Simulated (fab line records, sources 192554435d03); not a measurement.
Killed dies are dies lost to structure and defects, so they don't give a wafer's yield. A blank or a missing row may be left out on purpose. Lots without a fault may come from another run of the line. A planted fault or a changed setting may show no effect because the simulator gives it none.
fab line records | flow n5_finfet | part 1 of 2: steps 1 to 4 of 6
record lots=24 wafers=72 last_day=17
route steps=1938 shown BEOL_M2@854
lots that met no fault: from a run of the same line without faults
start_h: hours from the record's first day to the start of the lot's first wafer shown | wait_h: hours since the lot's step before | " the same as in the row above | L1.1+2: a row that stands for several wafers | - no value, or no start given | * or withheld: withheld | < > ~ a bound
route shown NAME@n: a module of which the file shows steps, and the number in the route of the first | usual: mean/standard deviation of fault-free wafers | same: alike in all rows | chamber/n: place in a boat | sites: the reading at each site | _std_site: their standard deviation | _edge_site: outer sites' mean less inner sites' | radius_mm: how far each site lies from the wafer's centre | mask NAME#n: copy n | behind: the tool/chamber that last shaped the wafer | hold: why the lot was held/for how many hours/how that ended | device: the transistor (n, p or np) that didn't switch | end of line: the same wafers' tests at the end of the route | a step without rows: its recipe alone | killed: dies lost to structure and defects at the first sort, not the wafer's yield | map: a wafer's dies, x killed, . not, _ none there
set.NAME: the setting as run; set.NAME@STEP: as run at that earlier step | model.NAME: the simulator's own value behind a step, which no gauge read
steps of the route over a sample of lots; a table a step, a row a wafer
services: from which hour (start_h, from the record's first day; less than 0 if before it) a tool's chamber was out of use, for how many hours, and why
## steps
# step N5_BEOL_M2_CD_MEAS_11
# recipe target_cd_nm=16.79 landing_energy_ev=500 detector=se_inlens polarity=opening
# usual cd_nm=16.76/0.26
# columns lot.wafer tool chamber start_h wait_h cd_nm
L074.3 cd_sem-03 0 133.26 - 17.11
L074.4 " 0 " " 17.11
L074.5 " 0 " " 16.73
L075.2 cd_sem-03 0 139.34 - 17.10
L075.4 " 0 " " 17.41
L075.6 " 0 " " 17.13
L077.1 cd_sem-03 0 147.82 - 16.63
L077.2 " 0 " " 16.40
L077.5 " 0 " " 16.99
L076.2 cd_sem-01 0 147.87 - 17.01
L076.5 " 0 " " 17.13
L076.6 " 0 " " 16.83
L078.1 cd_sem-01 0 152.78 - 17.11
L078.2 " 0 " " 16.86
L078.6 " 0 " " 16.55
L080.1 cd_sem-02 0 163.65 - 16.90
L080.3 " 0 " " 16.84
L080.5 " 0 " " 16.98
L079.1 cd_sem-02 0 165.21 - 16.54
L079.4 " 0 " " 16.71
L079.5 " 0 " " 16.27
L081.2 cd_sem-02 0 177.27 - 16.42
L081.4 " 0 " " 16.75
L081.6 " 0 " " 16.74
L082.1 cd_sem-02 0 186.94 - 17.06
L082.2 " 0 " " 17.07
L082.6 " 0 " " 16.95
L083.3 cd_sem-01 0 194.24 - 16.72
L083.5 " 0 " " 16.69
L083.6 " 0 " " 16.48
L085.1 cd_sem-03 0 197.96 - 16.28
L085.3 " 0 " " 16.65
L085.6 " 0 " " 16.46
L084.2 cd_sem-03 0 199.16 - 16.73
L084.3 " 0 " " 16.53
L084.6 " 0 " " 16.97
L086.1 cd_sem-03 0 203.15 - 16.61
L086.2 " 0 " " 16.94
L086.5 " 0 " " 16.99
L087.1 cd_sem-02 0 211.83 - 16.34
L087.4 " 0 " " 16.52
L087.6 " 0 " " 16.77
L088.1 cd_sem-01 0 214.99 - 17.29
L088.3 " 0 " " 16.80
L088.6 " 0 " " 17.04
L089.2 cd_sem-01 0 220.06 - 16.83
L089.5 " 0 " " 16.34
L089.6 " 0 " " 16.35
L090.2 cd_sem-02 0 230.64 - 16.65
L090.5 " 0 " " 16.81
L090.6 " 0 " " 16.24
L091.4 cd_sem-02 0 233.48 - 16.71
L091.5 " 0 " " 16.51
L091.6 " 0 " " 16.30
L092.2 cd_sem-01 0 247.80 - 16.51
L092.3 " 0 " " 17.25
L092.5 " 0 " " 16.83
L093.3 cd_sem-01 0 248.81 - 16.97
L093.5 " 0 " " 16.99
L093.6 " 0 " " 16.98
L094.1 cd_sem-02 0 250.29 - 16.54
L094.3 " 0 " " 17.25
L094.5 " 0 " " 16.64
L096.3 cd_sem-01 0 263.68 - 16.46
L096.5 " 0 " " 16.40
L096.6 " 0 " " 17.44
L095.3 cd_sem-01 0 267.16 - 16.95
L095.4 " 0 " " 16.53
L095.5 " 0 " " 16.57
L097.1 cd_sem-02 0 269.70 - 16.67
L097.2 " 0 " " 17.04
L097.6 " 0 " " 17.13
# step N5_BEOL_M2_DESCUM_16
# recipe chemistry=O2 time_s=7 source_power_w=50 bias_power_w=20 pressure_mtorr=20 rf_frequency_hz=2.712e+07 temp_c=40 resist=CAR-EUV o2_flow_sccm=225
# usual drypump_motor_current_A=5.3/0.59 oes_product_au=0.79/0.1 rf_vpp_V=242.7/1.3 showerhead_plenum_p_Torr=2.07/0.065 throttle_valve_pct=20.36/0.23
# columns lot.wafer tool chamber start_h wait_h drypump_motor_current_A oes_product_au rf_hours_counter_h rf_vpp_V showerhead_plenum_p_Torr throttle_valve_pct
L074.3 rie_diel-05 2 133.40 0.1 5.2 0.86 51 243.7 2.14 20.08
L074.4 " 2 " " 5.2 0.85 - 243.7 2.14 20.07
L074.5 " 3 " " 4.9 0.75 - 240.4 2.01 20.61
L075.2 rie_diel-05 2 139.46 0.0 5.2 0.85 53 244.2 2.14 20.08
L075.4 " 3 " " 4.9 0.75 - 240.4 2.01 20.59
L075.6 " 1 " " 6.4 0.75 - 242.5 2.00 20.45
L077.1 rie_diel-04 3 148.18 0.3 4.8 0.70 188 244.1 2.15 20.62
L077.2 " 1 " " 5.3 0.68 246 241.1 1.99 20.52
L077.5 " 3 " " 4.8 0.70 - 243.0 2.15 20.62
L076.2 rie_diel-01 3 148.41 0.4 4.8 0.67 233 242.5 2.08 20.37
L076.5 " 1 " " 4.7 0.73 - 244.7 2.16 20.53
L076.6 " 3 " " 4.9 0.67 - 243.2 2.08 20.39
L078.1 rie_diel-05 1 152.90 0.0 6.4 0.73 163 241.8 2.00 20.44
L078.2 " 0 " " 5.9 0.96 3 241.9 2.04 19.87
L078.6 " 1 " " 6.3 0.73 - 241.8 2.00 20.45
L080.1 rie_diel-04 1 163.79 0.0 5.3 0.67 249 241.5 1.99 20.54
L080.3 " 0 " " 5.5 0.68 247 242.1 2.03 20.65
L080.5 " 0 " " 5.5 0.67 - 242.0 2.03 20.65
L079.1 rie_diel-01 2 165.35 0.1 6.3 0.69 237 244.2 2.04 20.41
L079.4 " 3 " " 4.9 0.67 240 241.6 2.07 20.39
L079.5 " 0 " " 4.9 0.96 - 241.9 2.05 20.22
L081.2 rie_diel-05 0 177.64 0.3 5.9 0.93 12 242.2 2.04 19.90
L081.4 " 2 " " 5.2 0.83 66 242.4 2.13 20.08
L081.6 " 0 " " 5.9 0.93 - 242.1 2.04 19.88
L082.1 rie_diel-04 2 187.06 0.0 5.3 0.70 197 241.7 2.03 20.47
L082.2 " 3 " " 4.9 0.69 206 244.0 2.15 20.64
L082.6 " 2 " " 5.3 0.70 - 242.2 2.03 20.48
L083.3 rie_diel-05 2 194.36 0.0 5.2 0.83 71 243.4 2.13 20.10
L083.5 " 3 " " 4.9 0.73 - 241.0 2.01 20.63
L083.6 " 2 " " 5.2 0.84 - 242.4 2.13 20.11
L085.1 rie_diel-05 0 198.17 0.1 6.0 0.92 17 240.8 2.04 19.89
L085.3 " 3 " " 4.8 0.73 193 242.5 2.01 20.65
L085.6 " 2 " " 5.2 0.84 - 243.4 2.13 20.10
L084.2 rie_diel-01 0 199.38 0.1 4.9 0.92 17 241.5 2.05 20.25
L084.3 " 1 " " 4.7 0.72 204 245.1 2.15 20.55
L084.6 " 0 " " 4.9 0.92 - 242.5 2.05 20.24
L086.1 rie_diel-01 2 203.27 0.0 6.3 0.68 251 241.9 2.04 20.45
L086.2 " 0 " " 4.9 0.91 19 242.8 2.05 20.25
L086.5 " 1 " " 4.7 0.71 - 244.4 2.15 20.56
L087.1 rie_diel-05 0 212.08 0.2 6.0 0.90 22 242.3 2.03 19.90
L087.4 " 3 " " 4.9 0.72 198 241.3 2.00 20.65
L087.6 " 3 " " 4.9 0.73 - 241.1 2.00 20.65
L088.1 rie_diel-04 1 215.11 0.0 5.3 0.92 18 245.8 2.25 20.31
L088.3 " 2 " " 5.3 0.69 209 240.9 2.02 20.50
L088.6 " 1 " " 5.3 0.92 - 244.8 2.25 20.32
L089.2 rie_diel-01 0 220.19 0.0 4.9 0.91 28 243.0 2.04 20.25
L089.5 " 0 " " 4.9 0.89 - 243.2 2.04 20.27
L089.6 " 1 " " 4.7 0.71 - 243.8 2.15 20.56
L090.2 rie_diel-04 2 231.25 0.5 5.3 0.70 215 241.3 2.02 20.49
L090.5 " 2 " " 5.3 0.70 - 241.1 2.02 20.53
L090.6 " 3 " " 4.9 0.68 - 244.2 2.14 20.67
L091.4 rie_diel-05 2 233.74 0.2 5.2 0.82 86 243.1 2.12 20.12
L091.5 " 0 " " 6.0 0.89 - 242.2 2.03 19.91
L091.6 " 3 " " 4.9 0.72 - 240.7 2.00 20.65
L092.2 rie_diel-05 0 247.94 0.1 5.9 0.88 34 242.3 2.03 19.93
L092.3 " 3 " " 4.9 0.71 211 242.2 2.00 20.66
L092.5 " 1 " " 6.4 0.71 - 240.8 1.99 20.49
L093.3 rie_diel-01 0 248.93 0.0 4.9 0.89 40 242.8 2.04 20.28
L093.5 " 1 " " 4.7 0.70 - 244.3 2.15 20.57
L093.6 " 2 " " 6.3 0.96 - 243.2 2.03 20.12
L094.1 rie_diel-01 2 250.41 0.0 6.3 0.95 9 241.9 2.03 20.13
L094.3 " 0 " " 4.9 0.89 40 242.9 2.04 20.27
L094.5 " 2 " " 6.3 0.96 - 243.0 2.03 20.10
L096.3 rie_diel-01 0 263.80 0.0 4.9 0.88 43 242.7 2.04 20.28
L096.5 " 0 " " 4.9 0.87 - 242.7 2.04 20.28
L096.6 " 1 " " 4.7 0.70 - 245.4 2.14 20.58
L095.3 rie_diel-01 0 267.28 0.0 4.9 0.87 45 241.6 2.04 20.30
L095.4 " 2 " " 6.3 0.94 15 241.7 2.03 20.13
L095.5 " 2 " " 6.3 0.93 - 243.1 2.03 20.11
L097.1 rie_diel-05 0 269.83 0.0 5.9 0.86 44 242.8 2.03 19.94
L097.2 " 3 " " 4.9 0.69 220 240.8 2.00 20.68
L097.6 " 2 " " 5.2 0.80 - 244.7 2.12 20.15
# step N5_BEOL_M2_ETCH_64
# recipe chemistry=N2/H2 target=SOC target_depth_a=750 overetch_a=225 mask_material=SiARC temp_c=40 time_s=121.9 ion_energy_ev=200 pressure_mtorr=30 source_w=840 bias_w=150 n2_flow_sccm=200 h2_flow_sccm=200
# usual drypump_motor_current_A=5.4/0.6 oes_product_au=0.60/0.071 rf_vpp_V=523.0/2.4 showerhead_plenum_p_Torr=2.51/0.074 throttle_valve_pct=17.74/0.27
# columns lot.wafer tool chamber start_h wait_h drypump_motor_current_A oes_product_au rf_hours_counter_h rf_vpp_V showerhead_plenum_p_Torr throttle_valve_pct
L074.3 rie_diel-05 2 133.48 0.0 5.2 0.65 51 525.3 2.57 17.26
L074.4 " 2 " " 5.2 0.64 - 524.2 2.57 17.24
L074.5 " 3 " " 4.9 0.56 - 521.2 2.43 17.85
L075.2 rie_diel-05 2 139.54 0.0 5.2 0.64 53 524.9 2.57 17.26
L075.4 " 3 " " 4.9 0.56 - 519.5 2.43 17.85
L075.6 " 1 " " 6.4 0.58 - 519.6 2.46 18.00
L077.1 rie_diel-04 3 148.26 0.0 4.9 0.54 188 525.8 2.62 18.03
L077.2 " 1 " " 5.3 0.52 246 520.1 2.40 17.94
L077.5 " 3 " " 4.9 0.55 - 526.6 2.62 18.02
L076.2 rie_diel-01 3 148.48 0.0 4.8 0.52 233 522.9 2.52 17.75
L076.5 " 1 " " 4.7 0.57 - 526.0 2.63 17.91
L076.6 " 3 " " 4.9 0.52 - 523.1 2.52 17.73
L078.1 rie_diel-05 1 152.98 0.0 6.4 0.57 164 520.9 2.46 17.99
L078.2 " 0 " " 5.9 0.73 3 521.7 2.51 17.43
L078.6 " 1 " " 6.4 0.58 - 519.9 2.46 18.01
L080.1 rie_diel-04 1 163.87 0.0 5.3 0.52 249 518.6 2.39 17.94
L080.3 " 0 " " 5.4 0.52 247 520.4 2.51 18.31
L080.5 " 0 " " 5.5 0.53 - 522.8 2.50 18.29
L079.1 rie_diel-01 2 165.43 0.0 6.3 0.52 237 522.4 2.51 17.99
L079.4 " 3 " " 4.9 0.52 240 524.0 2.52 17.75
L079.5 " 0 " " 4.9 0.72 - 522.7 2.47 17.43
L081.2 rie_diel-05 0 177.72 0.0 6.0 0.70 12 522.0 2.51 17.45
L081.4 " 2 " " 5.2 0.63 66 525.1 2.56 17.29
L081.6 " 0 " " 5.9 0.70 - 523.1 2.51 17.45
L082.1 rie_diel-04 2 187.14 0.0 5.3 0.54 197 520.5 2.44 17.74
L082.2 " 3 " " 4.9 0.54 206 526.0 2.61 18.04
L082.6 " 2 " " 5.3 0.54 - 520.7 2.44 17.73
L083.3 rie_diel-05 2 194.44 0.0 5.2 0.63 71 525.3 2.56 17.30
L083.5 " 3 " " 4.9 0.55 - 519.6 2.42 17.88
L083.6 " 2 " " 5.2 0.63 - 525.4 2.56 17.29
L085.1 rie_diel-05 0 198.25 0.0 6.0 0.70 17 522.4 2.51 17.45
L085.3 " 3 " " 4.9 0.55 193 520.9 2.42 17.88
L085.6 " 2 " " 5.2 0.63 - 524.6 2.56 17.30
L084.2 rie_diel-01 0 199.46 0.0 4.9 0.70 17 523.2 2.47 17.47
L084.3 " 1 " " 4.7 0.55 204 525.0 2.62 17.92
L084.6 " 0 " " 4.9 0.71 - 522.1 2.47 17.46
L086.1 rie_diel-01 2 203.35 0.0 6.3 0.51 251 523.5 2.51 18.02
L086.2 " 0 " " 4.9 0.70 19 522.5 2.47 17.47
L086.5 " 1 " " 4.7 0.55 - 526.1 2.62 17.92
L087.1 rie_diel-05 0 212.16 0.0 5.9 0.69 22 523.8 2.51 17.47
L087.4 " 3 " " 4.8 0.55 198 521.4 2.42 17.91
L087.6 " 3 " " 4.9 0.55 - 519.9 2.42 17.88
L088.1 rie_diel-04 1 215.19 0.0 5.3 0.69 18 529.3 2.71 17.64
L088.3 " 2 " " 5.3 0.53 209 520.2 2.44 17.77
L088.6 " 1 " " 5.4 0.69 - 528.6 2.71 17.64
L089.2 rie_diel-01 0 220.27 0.0 4.9 0.69 28 523.1 2.46 17.48
L089.5 " 0 " " 4.9 0.68 - 521.3 2.46 17.46
L089.6 " 1 " " 4.7 0.55 - 526.5 2.62 17.94
L090.2 rie_diel-04 2 231.33 0.0 5.3 0.53 215 520.5 2.44 17.76
L090.5 " 2 " " 5.3 0.53 - 518.4 2.44 17.79
L090.6 " 3 " " 4.8 0.53 - 527.4 2.60 18.07
L091.4 rie_diel-05 2 233.82 0.0 5.2 0.60 86 525.3 2.56 17.33
L091.5 " 0 " " 5.9 0.67 - 521.7 2.50 17.47
L091.6 " 3 " " 4.9 0.55 - 520.6 2.42 17.91
L092.2 rie_diel-05 0 248.02 0.0 5.9 0.66 34 522.1 2.50 17.48
L092.3 " 3 " " 4.9 0.54 211 521.1 2.41 17.92
L092.5 " 1 " " 6.5 0.56 - 520.2 2.45 18.05
L093.3 rie_diel-01 0 249.01 0.0 4.9 0.67 40 522.6 2.46 17.50
L093.5 " 1 " " 4.7 0.54 - 526.5 2.61 17.96
L093.6 " 2 " " 6.3 0.71 - 522.9 2.50 17.64
L094.1 rie_diel-01 2 250.49 0.0 6.3 0.72 9 520.9 2.50 17.64
L094.3 " 0 " " 4.9 0.67 40 522.7 2.46 17.50
L094.5 " 2 " " 6.3 0.70 - 522.6 2.50 17.63
L096.3 rie_diel-01 0 263.88 0.0 4.9 0.66 43 522.4 2.46 17.50
L096.5 " 0 " " 4.9 0.66 - 522.2 2.46 17.50
L096.6 " 1 " " 4.7 0.54 - 524.8 2.61 17.96
L095.3 rie_diel-01 0 267.36 0.0 4.9 0.66 45 522.8 2.46 17.50
L095.4 " 2 " " 6.3 0.69 15 522.9 2.50 17.65
L095.5 " 2 " " 6.3 0.69 - 523.4 2.50 17.65
L097.1 rie_diel-05 0 269.90 0.0 5.9 0.65 44 522.4 2.50 17.47
L097.2 " 3 " " 4.9 0.53 220 519.8 2.41 17.93
L097.6 " 2 " " 5.2 0.60 - 524.0 2.55 17.35
# step N5_BEOL_M2_STRIP_19
# recipe chemistry=O2 power_w=400 temp_c=40 pressure_mtorr=30 rf_frequency_hz=6e+07 bias_power_w=0 overash_fraction=0.2 o2_flow_sccm=225
# usual drypump_motor_current_A=5.3/0.59 oes_product_au=0.80/0.11 rf_vpp_V=3.7/0.48 showerhead_plenum_p_Torr=2.08/0.068 throttle_valve_pct=16.61/0.22
# columns lot.wafer tool chamber start_h wait_h drypump_motor_current_A oes_product_au rf_hours_counter_h rf_vpp_V showerhead_plenum_p_Torr throttle_valve_pct
L074.3 rie_diel-05 1 133.81 0.1 6.4 0.76 157 4.3 2.01 16.68
L074.4 " 3 " " 4.9 0.75 - 4.1 2.02 16.84
L074.5 " 1 " " 6.4 0.74 - 3.4 2.01 16.65
L075.2 rie_diel-01 0 139.92 0.1 4.9 0.68 250 2.9 2.06 16.76
L075.4 " 2 " " 6.3 0.69 226 3.7 2.05 16.76
L075.6 " 1 " " 4.7 0.73 - 4.0 2.17 16.74
L077.1 rie_diel-01 2 148.64 0.2 6.3 0.70 231 2.6 2.05 16.74
L077.2 " 1 " " 4.7 0.73 185 3.8 2.16 16.78
L077.5 " 3 " " 4.8 0.67 - 3.3 2.08 16.65
L076.2 rie_diel-04 0 148.77 0.1 5.5 0.68 240 2.8 2.03 16.94
L076.5 " 2 " " 5.3 0.72 - 3.6 2.04 16.64
L076.6 " 1 " " 5.3 0.68 - 3.8 1.99 16.83
L078.1 rie_diel-05 0 153.26 0.1 5.9 0.97 3 4.7 2.04 16.15
L078.2 " 1 " " 6.4 0.75 164 4.9 2.00 16.68
L078.6 " 2 " " 5.2 0.84 - 3.5 2.14 16.33
L080.1 rie_diel-01 1 164.21 0.1 4.7 0.73 191 3.6 2.16 16.77
L080.3 " 0 " " 4.9 0.96 4 4.0 2.06 16.42
L080.5 " 1 " " 4.7 0.73 - 3.6 2.16 16.76
L079.1 rie_diel-01 2 165.71 0.1 6.3 0.69 237 3.8 2.05 16.77
L079.4 " 3 " " 4.8 0.67 240 3.3 2.08 16.67
L079.5 " 2 " " 6.3 0.70 - 4.0 2.05 16.79
L081.2 rie_diel-05 3 178.01 0.1 4.9 0.74 187 3.4 2.01 16.87
L081.4 " 1 " " 6.4 0.74 171 3.2 2.00 16.68
L081.6 " 1 " " 6.3 0.73 - 3.0 2.00 16.69
L082.1 rie_diel-04 1 187.43 0.1 5.3 0.96 5 3.8 2.25 16.46
L082.2 " 3 " " 4.9 0.69 206 3.6 2.15 16.88
L082.6 " 1 " " 5.3 0.96 - 3.7 2.25 16.45
L083.3 rie_diel-01 3 194.72 0.1 4.9 0.67 249 4.1 2.08 16.68
L083.5 " 3 " " 4.8 0.67 - 3.4 2.08 16.69
L083.6 " 0 " " 4.9 0.92 - 3.1 2.05 16.43
L085.1 rie_diel-01 0 198.55 0.1 4.9 0.92 16 4.2 2.05 16.43
L085.3 " 1 " " 4.7 0.73 203 4.0 2.16 16.80
L085.6 " 0 " " 4.9 0.92 - 3.8 2.05 16.45
L084.2 rie_diel-01 1 199.77 0.1 4.7 0.72 204 3.5 2.16 16.80
L084.3 " 0 " " 4.9 0.92 17 4.2 2.05 16.43
L084.6 " 1 " " 4.7 0.72 - 2.9 2.16 16.77
L086.1 rie_diel-04 0 203.63 0.1 5.5 1.01 0 4.0 2.03 16.49
L086.2 " 2 " " 5.3 0.71 205 3.8 2.03 16.68
L086.5 " 2 " " 5.3 0.71 - 3.9 2.03 16.70
L087.1 rie_diel-05 3 212.44 0.1 4.9 0.72 198 2.9 2.01 16.90
L087.4 " 1 " " 6.4 0.72 183 3.3 2.00 16.72
L087.6 " 0 " " 5.9 0.90 - 3.4 2.04 16.17
L088.1 rie_diel-01 1 215.47 0.1 4.7 0.72 213 3.8 2.15 16.80
L088.3 " 3 " " 4.9 1.00 2 4.0 2.07 16.28
L088.6 " 0 " " 4.9 0.91 - 4.2 2.05 16.45
L089.2 rie_diel-01 3 220.56 0.1 4.9 0.98 4 3.9 2.07 16.28
L089.5 " 3 " " 4.9 0.98 - 3.2 2.07 16.29
L089.6 " 1 " " 4.7 0.71 - 4.0 2.15 16.82
L090.2 rie_diel-01 1 231.94 0.4 4.7 0.70 219 3.9 2.15 16.81
L090.5 " 2 " " 6.3 1.00 - 4.8 2.04 16.36
L090.6 " 1 " " 4.7 0.71 - 3.2 2.15 16.81
L091.4 rie_diel-04 0 234.28 0.2 5.5 0.95 10 3.8 2.03 16.52
L091.5 " 0 " " 5.4 0.94 - 4.0 2.03 16.50
L091.6 " 1 " " 5.3 0.90 - 3.8 2.25 16.47
L092.2 rie_diel-04 1 248.50 0.1 5.4 0.91 27 2.5 2.25 16.50
L092.3 " 3 " " 4.9 0.68 230 4.0 2.14 16.94
L092.5 " 3 " " 4.9 0.68 - 3.4 2.14 16.94
L093.3 rie_diel-05 1 249.40 0.2 6.5 0.72 195 3.4 1.99 16.73
L093.5 " 0 " " 6.0 0.88 - 3.7 2.03 16.20
L093.6 " 1 " " 6.5 0.71 - 3.1 1.99 16.73
L094.1 rie_diel-01 1 250.78 0.1 4.7 0.70 226 4.3 2.15 16.82
L094.3 " 2 " " 6.3 0.96 9 3.7 2.04 16.36
L094.5 " 2 " " 6.3 0.95 - 3.1 2.04 16.38
L096.3 rie_diel-04 1 264.19 0.1 5.3 0.89 33 3.8 2.24 16.52
L096.5 " 1 " " 5.4 0.89 - 3.8 2.24 16.50
L096.6 " 0 " " 5.5 0.92 - 4.6 2.02 16.54
L095.3 rie_diel-05 2 267.65 0.1 5.2 0.78 99 3.8 2.12 16.39
L095.4 " 2 " " 5.2 0.80 - 3.5 2.12 16.41
L095.5 " 0 " " 5.9 0.86 - 3.8 2.03 16.21
L097.1 rie_diel-01 1 270.19 0.1 4.7 0.70 233 4.4 2.15 16.84
L097.2 " 3 " " 4.9 0.93 22 3.5 2.07 16.31
L097.6 " 1 " " 4.7 0.70 - 4.1 2.15 16.83
